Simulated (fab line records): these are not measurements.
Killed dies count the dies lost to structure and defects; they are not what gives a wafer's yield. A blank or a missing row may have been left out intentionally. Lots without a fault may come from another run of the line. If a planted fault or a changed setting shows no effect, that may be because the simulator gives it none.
fab line records	flow n5-finfet
record lots=24	wafers=72	last-day=19
route steps=1938 shown BEOL_M1@765
lots that met no fault: taken from a fault-free run of the same line
start-h: hours from the record's opening day to when the first of the lot's shown wafers began	wait-h: hours since the lot's step before	" same as the row above	L1.1+2: a single row standing in for several wafers	- no value present, or no start provided	* or withheld: withheld	< > ~ a bound
route shown NAME@n: names a module that has steps shown in the file, with the first one's number in the route	usual: the fault-free wafers' mean and standard deviation	same: alike in all rows	chamber/n: place in a boat	sites: per-site readings	_std_site: the values' standard deviation	_edge_site: mean of outer sites minus mean of inner sites	radius-mm: how far each site lies from the wafer's centre	mask NAME#n: copy n	behind: the most recent tool/chamber to have shaped the wafer	hold: what put the lot on hold/how long, in hours/how the hold closed	device: names the non-switching transistor (n, p or np)	end of line: at the end of the route, the tests of the same wafers	for a step that has no rows: nothing shown but its recipe	killed: at the first sort, the dies lost to defects and structure; wafer yield is something else	map: shows each die of a wafer: x if killed, . if not, _ if none is there
set.NAME: the setting the step ran with; set.NAME@STEP: the setting that earlier step ran with	model.NAME: the simulator's own value behind a step, which no gauge read
one table for each step of the route and one row for each wafer, over a sample of lots
services: from which hour (start-h, from the record's first day; less than 0 if before it) a tool's chamber was out of use, for how many hours, and why
## steps
# step N5_BEOL_M1_OVL_MEAS_12
# recipe points-per-wafer=522
# usual M1_OVL=0.3/0.7
# same points-per-wafer=522
lot.wafer	tool	chamber	start-h	wait-h	M1_OVL[nm]
L075.2	overlay-01	0	131.79	0.0	-0.2
L075.3	"	0	"	"	0.2
L075.5	"	0	"	"	1.2
L074.2	overlay-02	0	132.89	0.0	-0.4
L074.3	"	0	"	"	0.3
L074.6	"	0	"	"	0.4
L076.1	overlay-02	0	136.19	0.0	1.0
L076.4	"	0	"	"	0.8
L076.5	"	0	"	"	0.4
L077.3	overlay-02	0	145.69	0.0	0.3
L077.5	"	0	"	"	-0.7
L077.6	"	0	"	"	0.0
L078.1	overlay-01	0	157.62	0.0	0.0
L078.2	"	0	"	"	0.4
L078.3	"	0	"	"	-0.2
L079.2	overlay-02	0	161.65	0.0	-0.2
L079.4	"	0	"	"	-0.7
L079.6	"	0	"	"	0.0
L081.2	overlay-02	0	165.36	0.0	0.9
L081.3	"	0	"	"	0.3
L081.5	"	0	"	"	-0.2
L080.1	overlay-01	0	168.04	0.0	0.2
L080.2	"	0	"	"	0.1
L080.6	"	0	"	"	0.7
L082.4	overlay-02	0	171.19	0.0	-0.2
L082.5	"	0	"	"	1.0
L082.6	"	0	"	"	0.8
L083.2	overlay-01	0	186.34	0.0	1.2
L083.3	"	0	"	"	2.3
L083.5	"	0	"	"	2.2
L084.1	overlay-01	0	187.74	0.0	-0.9
L084.4	"	0	"	"	0.2
L084.6	"	0	"	"	0.6
L085.2	overlay-01	0	194.84	0.0	-0.2
L085.3	"	0	"	"	-0.3
L085.6	"	0	"	"	-0.5
L086.2	overlay-01	0	195.00	0.0	0.7
L086.3	"	0	"	"	1.2
L086.4	"	0	"	"	1.1
L087.1	overlay-01	0	203.71	0.0	1.0
L087.2	"	0	"	"	-0.3
L087.6	"	0	"	"	-0.2
L088.2	overlay-01	0	207.43	0.0	1.1
L088.5	"	0	"	"	0.2
L088.6	"	0	"	"	1.6
L089.2	overlay-02	0	215.58	0.0	0.9
L089.4	"	0	"	"	0.2
L089.5	"	0	"	"	0.1
L091.3	overlay-01	0	229.55	0.0	1.1
L091.4	"	0	"	"	0.5
L091.6	"	0	"	"	0.4
L090.2	overlay-02	0	233.42	0.0	0.1
L090.3	"	0	"	"	0.4
L090.4	"	0	"	"	0.2
L092.4	overlay-02	0	237.14	0.0	-0.6
L092.5	"	0	"	"	0.3
L092.6	"	0	"	"	-0.8
L093.1	overlay-02	0	242.86	0.0	0.1
L093.2	"	0	"	"	0.5
L093.4	"	0	"	"	1.0
L094.1	overlay-02	0	250.39	0.0	0.8
L094.2	"	0	"	"	0.2
L094.3	"	0	"	"	0.9
L095.1	overlay-02	0	256.31	0.0	-0.5
L095.4	"	0	"	"	-0.5
L095.5	"	0	"	"	-1.0
L096.3	overlay-02	0	271.78	0.0	0.5
L096.5	"	0	"	"	0.5
L096.6	"	0	"	"	0.1
L097.1	overlay-01	0	272.11	0.0	0.2
L097.5	"	0	"	"	1.6
L097.6	"	0	"	"	1.7
# step N5_BEOL_M1_INSPECT_13
# recipe mode=adi	inspect-instrument=brightfield
# usual raw-defect-count=410/98
lot.wafer	tool	chamber	start-h	wait-h	raw-defect-count
L075.2	defect-inspect-01	-	131.84	0.0	381
L075.3	"	-	"	"	431
L075.5	"	-	"	"	560
L074.2	defect-inspect-01	-	132.94	0.0	565
L074.3	"	-	"	"	494
L074.6	"	-	"	"	412
L076.1	defect-inspect-02	-	136.24	0.1	400
L076.4	"	-	"	"	596
L076.5	"	-	"	"	341
L077.3	defect-inspect-01	-	145.74	0.0	340
L077.5	"	-	"	"	383
L077.6	"	-	"	"	300
L078.1	defect-inspect-02	-	157.68	0.1	444
L078.2	"	-	"	"	457
L078.3	"	-	"	"	317
L079.2	defect-inspect-02	-	161.70	0.0	289
L079.4	"	-	"	"	369
L079.6	"	-	"	"	320
L081.2	defect-inspect-02	-	165.42	0.0	420
L081.3	"	-	"	"	326
L081.5	"	-	"	"	388
L080.1	defect-inspect-01	-	168.10	0.1	338
L080.2	"	-	"	"	390
L080.6	"	-	"	"	315
L082.4	defect-inspect-01	-	171.23	0.0	393
L082.5	"	-	"	"	307
L082.6	"	-	"	"	477
L083.2	defect-inspect-01	-	186.40	0.0	323
L083.3	"	-	"	"	428
L083.5	"	-	"	"	329
L084.1	defect-inspect-02	-	187.80	0.1	403
L084.4	"	-	"	"	525
L084.6	"	-	"	"	336
L085.2	defect-inspect-01	-	194.89	0.0	339
L085.3	"	-	"	"	287
L085.6	"	-	"	"	271
L086.2	defect-inspect-02	-	195.05	0.0	310
L086.3	"	-	"	"	325
L086.4	"	-	"	"	419
L087.1	defect-inspect-02	-	203.77	0.1	316
L087.2	"	-	"	"	345
L087.6	"	-	"	"	280
L088.2	defect-inspect-01	-	207.48	0.0	356
L088.5	"	-	"	"	412
L088.6	"	-	"	"	446
L089.2	defect-inspect-01	-	215.63	0.0	421
L089.4	"	-	"	"	381
L089.5	"	-	"	"	345
L091.3	defect-inspect-02	-	229.60	0.0	513
L091.4	"	-	"	"	426
L091.6	"	-	"	"	477
L090.2	defect-inspect-01	-	233.47	0.0	362
L090.3	"	-	"	"	459
L090.4	"	-	"	"	415
L092.4	defect-inspect-01	-	237.18	0.0	762
L092.5	"	-	"	"	555
L092.6	"	-	"	"	439
L093.1	defect-inspect-01	-	242.92	0.1	715
L093.2	"	-	"	"	523
L093.4	"	-	"	"	620
L094.1	defect-inspect-01	-	250.45	0.1	519
L094.2	"	-	"	"	487
L094.3	"	-	"	"	455
L095.1	defect-inspect-02	-	256.37	0.1	421
L095.4	"	-	"	"	357
L095.5	"	-	"	"	367
L096.3	defect-inspect-01	-	271.82	0.0	567
L096.5	"	-	"	"	323
L096.6	"	-	"	"	581
L097.1	defect-inspect-02	-	272.17	0.1	321
L097.5	"	-	"	"	301
L097.6	"	-	"	"	303
# step N5_BEOL_M1_ALD_84
# recipe material=TaN	target-thk-a=*	temp-c=275	ald-precursor-family=PDMAT	ald-co-reactant=NH3	pressure-torr=3	carrier-flow-sccm=1500	pulse-time-s=2	purge-time-s=3	co-reactant-purge-time-s=2	co-reactant-pulse-time-s=3	ald-cycles=30	precursor-vessel-temp-c=75	precursor-vessel-pressure-torr=26.25	precursor-vessel-carrier-sccm=1000
# usual heater-power-w=413/36
lot.wafer	tool	chamber	start-h	wait-h	heater-power-w
L074.2	ald-metal-04	2	136.27	0.3	414
L074.3	"	0	"	"	391
L074.6	"	0	"	"	413
L075.2	ald-metal-04	0	144.72	0.0	404
L075.3	"	1	"	"	383
L075.5	"	2	"	"	414
L076.1	ald-metal-03	3	147.50	0.0	421
L076.4	"	0	"	"	395
L076.5	"	3	"	"	417
L077.3	ald-metal-01	1	158.00	0.2	355
L077.5	"	3	"	"	428
L077.6	"	2	"	"	512
L078.1	ald-metal-03	2	161.45	0.0	383
L078.2	"	3	"	"	432
L078.3	"	0	"	"	389
L079.2	ald-metal-01	3	171.87	0.0	428
L079.4	"	0	"	"	429
L079.6	"	0	"	"	427
L081.2	ald-metal-03	2	176.71	0.0	367
L081.3	"	1	"	"	417
L081.5	"	1	"	"	419
L080.1	ald-metal-03	1	176.91	0.2	426
L080.2	"	0	"	"	399
L080.6	"	2	"	"	371
L082.4	ald-metal-01	1	177.00	0.1	361
L082.5	"	3	"	"	417
L082.6	"	2	"	"	511
L083.2	ald-metal-03	2	188.50	0.0	374
L083.3	"	3	"	"	431
L083.5	"	0	"	"	403
L084.1	ald-metal-03	0	191.71	0.2	393
L084.4	"	2	"	"	379
L084.6	"	2	"	"	372
L085.2	ald-metal-01	3	196.98	0.0	422
L085.3	"	1	"	"	370
L085.6	"	1	"	"	356
L086.2	ald-metal-03	0	197.21	0.2	401
L086.3	"	1	"	"	430
L086.4	"	2	"	"	358
L088.2	ald-metal-01	0	215.15	0.1	418
L088.5	"	1	"	"	359
L088.6	"	0	"	"	442
L087.1	ald-metal-04	3	215.21	0.1	443
L087.2	"	1	"	"	373
L087.6	"	0	"	"	394
L089.2	ald-metal-04	0	229.33	0.1	390
L089.4	"	3	"	"	455
L089.5	"	2	"	"	417
L091.3	ald-metal-03	2	233.59	0.0	375
L091.4	"	0	"	"	396
L091.6	"	0	"	"	396
L090.2	ald-metal-01	2	236.83	0.1	514
L090.3	"	1	"	"	363
L090.4	"	3	"	"	425
L092.4	ald-metal-01	2	241.63	0.0	514
L092.5	"	3	"	"	415
L092.6	"	0	"	"	425
L093.1	ald-metal-04	1	248.07	0.0	373
L093.2	"	2	"	"	420
L093.4	"	3	"	"	454
L094.1	ald-metal-03	2	268.10	0.1	380
L094.2	"	3	"	"	428
L094.3	"	0	"	"	389
L095.1	ald-metal-03	0	271.83	0.1	395
L095.4	"	2	"	"	373
L095.5	"	2	"	"	378
L096.3	ald-metal-04	1	281.11	0.1	381
L096.5	"	1	"	"	373
L096.6	"	2	"	"	415
L097.1	ald-metal-01	2	285.61	0.0	504
L097.5	"	3	"	"	421
L097.6	"	0	"	"	411
# step N5_BEOL_M1_SURFACE_TREAT_85
# recipe gas=Ar	time-s=*	ion-energy-ev=*	ion-current-ma-cm2=0.5	pressure-mtorr=*	ar-flow-sccm=30
# usual ar-flow-sccm=30.00/0.092	pressure-mtorr=*	throttle-valve-pct=*
lot.wafer	tool	chamber	start-h	wait-h	ar-flow-sccm	pressure-mtorr	throttle-valve-pct
L074.2	pvd-sputter-02	-	136.50	0.1	29.95	*	*
L074.3	"	-	"	"	30.09	*	*
L074.6	"	-	"	"	29.99	*	*
L075.2	pvd-sputter-02	-	144.97	0.2	30.11	*	*
L075.3	"	-	"	"	29.88	*	*
L075.5	"	-	"	"	29.99	*	*
L076.1	pvd-sputter-01	-	147.78	0.2	30.01	*	*
L076.4	"	-	"	"	30.03	*	*
L076.5	"	-	"	"	30.18	*	*
L077.3	pvd-sputter-01	-	158.24	0.1	30.06	*	*
L077.5	"	-	"	"	30.05	*	*
L077.6	"	-	"	"	30.02	*	*
L078.1	pvd-sputter-01	-	161.72	0.2	30.13	*	*
L078.2	"	-	"	"	29.95	*	*
L078.3	"	-	"	"	30.08	*	*
L079.2	pvd-sputter-03	-	172.36	0.4	30.08	*	*
L079.4	"	-	"	"	29.85	*	*
L079.6	"	-	"	"	29.96	*	*
L081.2	pvd-sputter-02	-	176.95	0.1	29.93	*	*
L081.3	"	-	"	"	30.13	*	*
L081.5	"	-	"	"	30.12	*	*
L080.1	pvd-sputter-02	-	177.19	0.2	30.05	*	*
L080.2	"	-	"	"	30.00	*	*
L080.6	"	-	"	"	30.00	*	*
L082.4	pvd-sputter-02	-	177.31	0.2	29.87	*	*
L082.5	"	-	"	"	29.95	*	*
L082.6	"	-	"	"	30.04	*	*
L083.2	pvd-sputter-01	-	188.74	0.1	30.19	*	*
L083.3	"	-	"	"	30.08	*	*
L083.5	"	-	"	"	30.11	*	*
L084.1	pvd-sputter-03	-	192.03	0.2	29.96	*	*
L084.4	"	-	"	"	29.92	*	*
L084.6	"	-	"	"	29.94	*	*
L085.2	pvd-sputter-03	-	197.28	0.2	29.97	*	*
L085.3	"	-	"	"	30.06	*	*
L085.6	"	-	"	"	30.06	*	*
L086.2	pvd-sputter-03	-	197.44	0.1	30.02	*	*
L086.3	"	-	"	"	29.96	*	*
L086.4	"	-	"	"	29.97	*	*
L088.2	pvd-sputter-03	-	215.38	0.1	29.99	*	*
L088.5	"	-	"	"	29.93	*	*
L088.6	"	-	"	"	29.96	*	*
L087.1	pvd-sputter-03	-	215.43	0.1	29.94	*	*
L087.2	"	-	"	"	30.04	*	*
L087.6	"	-	"	"	30.04	*	*
L089.2	pvd-sputter-01	-	229.60	0.2	29.90	*	*
L089.4	"	-	"	"	29.89	*	*
L089.5	"	-	"	"	29.89	*	*
L091.3	pvd-sputter-02	-	233.84	0.1	30.04	*	*
L091.4	"	-	"	"	30.02	*	*
L091.6	"	-	"	"	29.97	*	*
L090.2	pvd-sputter-03	-	237.12	0.2	30.12	*	*
L090.3	"	-	"	"	29.95	*	*
L090.4	"	-	"	"	30.04	*	*
L092.4	pvd-sputter-03	-	241.88	0.1	29.90	*	*
L092.5	"	-	"	"	30.10	*	*
L092.6	"	-	"	"	29.81	*	*
L093.1	pvd-sputter-01	-	248.33	0.2	30.12	*	*
L093.2	"	-	"	"	30.03	*	*
L093.4	"	-	"	"	30.01	*	*
L094.1	pvd-sputter-02	-	268.38	0.2	29.91	*	*
L094.2	"	-	"	"	29.81	*	*
L094.3	"	-	"	"	29.88	*	*
L095.1	pvd-sputter-01	-	272.54	0.6	30.09	*	*
L095.4	"	-	"	"	30.00	*	*
L095.5	"	-	"	"	29.91	*	*
L096.3	pvd-sputter-02	-	281.39	0.2	30.06	*	*
L096.5	"	-	"	"	30.06	*	*
L096.6	"	-	"	"	30.09	*	*
L097.1	pvd-sputter-03	-	285.93	0.2	30.09	*	*
L097.5	"	-	"	"	30.02	*	*
L097.6	"	-	"	"	29.94	*	*
# step N5_BEOL_M1_SPUTTER_48
# recipe material=Cu	target-thk-a=45	temp-c=-20	chamber-pressure-pa=0.07	power-w=withheld	time-s=8.29
# usual chamber-pressure-pa=0.07003/0.00016	throttle-valve-pct=30.6/1
lot.wafer	tool	chamber	start-h	wait-h	chamber-pressure-pa	throttle-valve-pct
L074.2	pvd-sputter-01	-	138.44	0.4	0.07017	32.0
L074.3	"	-	"	"	0.06982	29.6
L074.6	"	-	"	"	0.06991	30.8
L075.2	pvd-sputter-03	-	145.36	0.1	0.07004	28.7
L075.3	"	-	"	"	0.06999	30.5
L075.5	"	-	"	"	0.07005	28.8
L076.1	pvd-sputter-01	-	148.14	0.1	0.06998	29.8
L076.4	"	-	"	"	0.06981	30.8
L076.5	"	-	"	"	0.06988	30.9
L077.3	pvd-sputter-03	-	158.56	0.1	0.06989	31.5
L077.5	"	-	"	"	0.07026	30.6
L077.6	"	-	"	"	0.07005	28.8
L078.1	pvd-sputter-01	-	161.94	0.1	0.07009	32.1
L078.2	"	-	"	"	0.06993	31.0
L078.3	"	-	"	"	0.07004	29.9
L079.2	pvd-sputter-03	-	172.58	0.1	0.07014	30.0
L079.4	"	-	"	"	0.06983	28.6
L079.6	"	-	"	"	0.06999	31.0
L081.2	pvd-sputter-01	-	177.36	0.1	0.07014	30.4
L081.3	"	-	"	"	0.07028	32.1
L081.5	"	-	"	"	0.07015	30.7
L080.1	pvd-sputter-02	-	177.68	0.1	0.06997	32.5
L080.2	"	-	"	"	0.07013	30.4
L080.6	"	-	"	"	0.07009	30.5
L082.4	pvd-sputter-03	-	177.88	0.1	0.07028	31.2
L082.5	"	-	"	"	0.07001	30.3
L082.6	"	-	"	"	0.07001	28.8
L083.2	pvd-sputter-02	-	188.96	0.1	0.06993	32.3
L083.3	"	-	"	"	0.07007	30.2
L083.5	"	-	"	"	0.0701	31.5
L084.1	pvd-sputter-03	-	192.25	0.1	0.06981	31.4
L084.4	"	-	"	"	0.06993	30.5
L084.6	"	-	"	"	0.06995	31.2
L085.2	pvd-sputter-03	-	197.58	0.1	0.0699	31.4
L085.3	"	-	"	"	0.0701	28.9
L085.6	"	-	"	"	0.06985	31.5
L086.2	pvd-sputter-01	-	199.34	1.7	0.06993	32.2
L086.3	"	-	"	"	0.06993	30.9
L086.4	"	-	"	"	0.06995	30.7
L088.2	pvd-sputter-01	-	215.60	0.1	0.07036	32.1
L088.5	"	-	"	"	0.07018	29.7
L088.6	"	-	"	"	0.07021	32.2
L087.1	pvd-sputter-01	-	217.44	1.6	0.07052	30.8
L087.2	"	-	"	"	0.06989	30.6
L087.6	"	-	"	"	0.07011	29.6
L089.2	pvd-sputter-03	-	229.93	0.2	0.07005	29.0
L089.4	"	-	"	"	0.0698	31.5
L089.5	"	-	"	"	0.06975	31.0
L091.3	pvd-sputter-01	-	234.12	0.1	0.0703	29.5
L091.4	"	-	"	"	0.07026	32.4
L091.6	"	-	"	"	0.07021	30.7
L090.2	pvd-sputter-03	-	237.36	0.1	0.06998	31.1
L090.3	"	-	"	"	0.06994	30.8
L090.4	"	-	"	"	0.07013	30.6
L092.4	pvd-sputter-02	-	242.21	0.1	0.07013	31.5
L092.5	"	-	"	"	0.06985	30.1
L092.6	"	-	"	"	0.07019	31.6
L093.1	pvd-sputter-03	-	248.65	0.1	0.0701	31.5
L093.2	"	-	"	"	0.07	28.8
L093.4	"	-	"	"	0.06995	30.5
L094.1	pvd-sputter-03	-	269.47	0.9	0.06976	30.5
L094.2	"	-	"	"	0.06996	30.3
L094.3	"	-	"	"	0.06998	29.1
L095.1	pvd-sputter-02	-	272.93	0.2	0.07005	30.2
L095.4	"	-	"	"	0.07027	31.4
L095.5	"	-	"	"	0.0702	32.3
L096.3	pvd-sputter-02	-	281.63	0.1	0.07013	32.3
L096.5	"	-	"	"	0.07025	30.4
L096.6	"	-	"	"	0.07	32.2
L097.1	pvd-sputter-03	-	286.33	0.2	0.07004	31.3
L097.5	"	-	"	"	0.07001	30.4
L097.6	"	-	"	"	0.07005	31.0
# step N5_BEOL_M1_ANNEAL_51
# recipe temp-c=225	time-s=90	ambient=N2
# usual wafer_temp_C_max=226.08/0.3
lot.wafer	tool	chamber	start-h	wait-h	wafer_temp_C_max
L074.2	rtp-anneal-01	0	140.44	0.1	225.80
L074.3	"	0	"	"	225.55
L074.6	"	0	"	"	225.51
L075.2	rtp-anneal-01	0	147.45	0.2	225.85
L075.3	"	0	"	"	225.79
L075.5	"	0	"	"	225.84
L076.1	rtp-anneal-02	0	150.09	0.1	225.80
L076.4	"	0	"	"	225.72
L076.5	"	0	"	"	226.37
L077.3	rtp-anneal-01	0	160.60	0.1	225.55
L077.5	"	0	"	"	225.83
L077.6	"	0	"	"	225.74
L078.1	rtp-anneal-01	0	163.98	0.1	225.88
L078.2	"	0	"	"	226.08
L078.3	"	0	"	"	225.79
L079.2	rtp-anneal-02	0	174.59	0.1	226.14
L079.4	"	0	"	"	226.15
L079.6	"	0	"	"	226.12
L081.2	rtp-anneal-02	0	184.02	4.8	226.33
L081.3	"	0	"	"	226.86
L081.5	"	0	"	"	226.42
L080.1	rtp-anneal-02	0	184.24	4.7	226.15
L080.2	"	0	"	"	226.24
L080.6	"	0	"	"	226.30
L082.4	rtp-anneal-02	0	184.83	5.0	225.98
L082.5	"	0	"	"	226.09
L082.6	"	0	"	"	226.48
L083.2	rtp-anneal-02	0	192.87	2.0	226.40
L083.3	"	0	"	"	226.14
L083.5	"	0	"	"	226.01
L084.1	rtp-anneal-02	0	195.52	1.4	226.09
L084.4	"	0	"	"	226.00
L084.6	"	0	"	"	225.74
L085.2	rtp-anneal-02	0	200.67	1.2	225.70
L085.3	"	0	"	"	226.60
L085.6	"	0	"	"	226.17
L086.2	rtp-anneal-02	0	201.48	0.2	226.52
L086.3	"	0	"	"	226.20
L086.4	"	0	"	"	226.04
L088.2	rtp-anneal-02	0	218.69	1.2	226.25
L088.5	"	0	"	"	226.45
L088.6	"	0	"	"	226.15
L087.1	rtp-anneal-02	0	219.39	0.1	226.52
L087.2	"	0	"	"	226.01
L087.6	"	0	"	"	225.84
L089.2	rtp-anneal-02	0	234.50	2.7	226.07
L089.4	"	0	"	"	225.95
L089.5	"	0	"	"	225.88
L091.3	rtp-anneal-02	0	239.65	3.6	226.01
L091.4	"	0	"	"	226.15
L091.6	"	0	"	"	226.54
L090.2	rtp-anneal-02	0	244.67	5.4	226.09
L090.3	"	0	"	"	226.47
L090.4	"	0	"	"	225.80
L092.4	rtp-anneal-02	0	247.85	3.3	226.45
L092.5	"	0	"	"	225.94
L092.6	"	0	"	"	225.92
L093.1	rtp-anneal-02	0	253.00	2.5	226.13
L093.2	"	0	"	"	226.88
L093.4	"	0	"	"	226.46
L094.1	rtp-anneal-02	0	271.42	0.1	225.78
L094.2	"	0	"	"	226.42
L094.3	"	0	"	"	226.11
L095.1	rtp-anneal-01	0	274.93	0.1	226.52
L095.4	"	0	"	"	226.12
L095.5	"	0	"	"	226.17
L096.3	rtp-anneal-01	0	283.68	0.1	226.00
L096.5	"	0	"	"	225.83
L096.6	"	0	"	"	225.86
L097.1	rtp-anneal-01	0	288.29	0.1	225.95
L097.5	"	0	"	"	226.01
L097.6	"	0	"	"	225.87
## services
tool	chamber	start-h	hours	kind
ald-metal-03	3	116.94	5.0	repair
ald-metal-04	-	147.83	2.8	pm
rtp-anneal-02	-	161.36	4.3	pm
pvd-sputter-03	-	168.35	2.5	repair
ald-metal-04	-	188.72	1.3	repair
ald-metal-01	2	209.68	14.3	repair
ald-metal-03	1	233.92	3.8	repair
pvd-sputter-03	-	256.81	10.5	repair
ald-metal-03	1	267.26	1.5	repair
ald-metal-04	-	277.25	0.8	repair
## key
fault none
